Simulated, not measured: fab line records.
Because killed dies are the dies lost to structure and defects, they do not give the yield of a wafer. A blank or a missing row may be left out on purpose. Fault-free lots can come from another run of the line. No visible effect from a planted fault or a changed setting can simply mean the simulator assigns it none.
What tool caused it? | flow n5 finfet | at 1 step of a route of 1938, 12 lots with 36 wafers sampled

== WHAT THE GAUGES READ, wafer by wafer ==
N5_DUMMY_GATE_CD_MEAS_24 targets a cd of 15 nm.
lot  | measured    | on        | cd nm (nm)
L075 | day 3 07:47 | cd sem-03 | 14.2 14.8 15.0
L077 | day 3 17:16 | cd sem-01 | 14.2 15.5 14.0
L079 | day 4 05:23 | cd sem-02 | 14.9 15.2 15.3
L081 | day 4 18:27 | cd sem-02 | 15.8 15.6 15.4
L083 | day 5 05:37 | cd sem-01 | 14.6 16.0 14.9
L085 | day 5 20:01 | cd sem-01 | 13.8 14.6 14.3
L087 | day 6 05:16 | cd sem-01 | 14.4 14.8 14.4
L089 | day 6 18:17 | cd sem-01 | 15.6 14.2 15.2
L091 | day 7 05:05 | cd sem-01 | 15.9 15.2 14.8
L093 | day 7 20:29 | cd sem-02 | 15.1 14.6 14.6
L095 | day 8 07:58 | cd sem-01 | 14.6 14.5 14.3
L097 | day 8 18:27 | cd sem-02 | 15.1 15.2 15.1

== TOOL THAT RAN EACH LOT (tool first, then ch and the chambers of the sampled wafers, then the start) ==
No process step before these readings appears in the record.

== THE ANSWER, worked out from the rows above alone ==
Rule: the usual values come from the lots themselves. The widest of any qualifying gaps counts: lots, ordered by their means at a reading, are off when they make up no more than a third of the lots, leave a main group of 4 or more, and stand apart from it by 3 or more times the standard deviation of that group's means. Not used: any main group whose means are identical at the precision the tables above print for the reading. Also off: a lot with no number at a reading for which 4 or more lots have one. All remaining lots with rows at the step are treated as sound.
None of the lots is off at any reading shown; this tells nothing.

== WHAT THE SIMULATOR PUT IN ==
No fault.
